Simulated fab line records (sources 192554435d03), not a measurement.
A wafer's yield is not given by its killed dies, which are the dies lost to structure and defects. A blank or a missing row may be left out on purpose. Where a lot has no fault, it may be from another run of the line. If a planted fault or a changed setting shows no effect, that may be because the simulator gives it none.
The same fault as seen by 3 desks ; flow n5_finfet ; each desk has only its own numbers; what lay behind them comes last

== FROM THE METROLOGY DESK ==
What the gauges read, lot by lot, whatever tool the lot ran on: means of the sampled wafers that have a number. Any lot whose mean is over 4 standard deviations away from the usual mean is out of limits and marked OUT; that distance is given in the brackets. 7 of its 12 readings are shown, namely those furthest out on some lot.
Columns: A = V2_OVL at N5_BEOL_M3_OVL_MEAS_29, usual 0.2 nm; B = DIBL_P at N5_BEOL_M4_RC_MEAS_101, usual 36.4 mV/V; C = IOFF_P at N5_BEOL_M4_RC_MEAS_101, usual 0.214 nA/um; D = ION_P at N5_BEOL_M4_RC_MEAS_101, usual 463 uA/um; E = SS_N at N5_BEOL_M4_RC_MEAS_101, usual 71.5 mV/dec; F = SS_P at N5_BEOL_M4_RC_MEAS_101, usual 73.3 mV/dec; G = VT_P at N5_BEOL_M4_RC_MEAS_101, usual -250.1 mV
lot;first seen here;A;B;C;D;E;F;G
L472;day 7 01:49;0.3;36.4;0.185;455;71.5;73.1;-253.6
L478;day 8 18:24;-0.7;39.1;0.246;464;72.1;74.0;-248.4
L479;day 9 02:52;1.2;37.8;0.230;466;71.7;73.3;-248.2
L491;day 11 11:12;-0.3;35.6;0.196;460;71.2;73.1;-250.1
L490;day 11 15:20;0.1;37.0;0.239;463;71.8;73.9;-247.5
L495;day 12 18:44;-0.0;36.2;0.213;460;71.4;73.7;-249.0
Finding of this desk: none of the 6 lots has anything out of limits.

== DESK OF THE TOOL OWNER: rie_diel-06 ==
The tool's own readings at N5_BEOL_M3_ETCH_70 (etches SOC in N2/H2, target depth 80 nm, overetch 16 nm, time 120 s): means of the sampled wafers that have a number, for each lot that ran on this tool. Any lot whose mean is over 4 standard deviations away from the usual mean is out of limits and marked OUT; that distance is given in the brackets.
Columns: A = drypump_motor_current_A at N5_BEOL_M3_ETCH_70, usual 5.5 A; B = n2_flow_sccm at N5_BEOL_M3_ETCH_70, usual 199.9 sccm; C = oes_product_au at N5_BEOL_M3_ETCH_70, usual 0.60 a.u.; D = rf_vpp_V at N5_BEOL_M3_ETCH_70, usual 524.3 V; E = showerhead_plenum_p_Torr at N5_BEOL_M3_ETCH_70, usual 2.56 Torr; F = throttle_valve_pct at N5_BEOL_M3_ETCH_70, usual 17.80 %
lot;first seen here;A;B;C;D;E;F
L478;day 8 22:43;6.0;200.4;0.60;522.7;2.49;17.91
L479;day 9 03:49;5.5;199.8;0.60;522.3;2.49;18.04
L495;day 12 23:07;6.3;199.8;0.63;525.6;2.57;17.68
Finding of this desk: none of the 3 lots has anything out of limits.

== THE DEFECT DESK ==
What the inspections along the route counted, lot by lot: means of the sampled wafers that have a number. Any lot whose mean is over 4 standard deviations away from the usual mean is out of limits and marked OUT; that distance is given in the brackets.
Columns: A = raw_defect_count at N5_BEOL_M3_INSPECT_30, usual 424
lot;first seen here;A
L472;day 7 01:55;408
L478;day 8 18:29;424
L479;day 9 02:57;396
L491;day 11 11:17;357
L490;day 11 15:26;482
L495;day 12 18:50;521
Finding of this desk: none of the 6 lots has anything out of limits.

== PUT TOGETHER ==
Metrology desk: nothing out of limits seen.
Nothing out of limits was seen by the tool owner's desk.
Nothing the defect desk looked at was out of limits.

== WHAT WAS PUT IN BY THE SIMULATOR ==
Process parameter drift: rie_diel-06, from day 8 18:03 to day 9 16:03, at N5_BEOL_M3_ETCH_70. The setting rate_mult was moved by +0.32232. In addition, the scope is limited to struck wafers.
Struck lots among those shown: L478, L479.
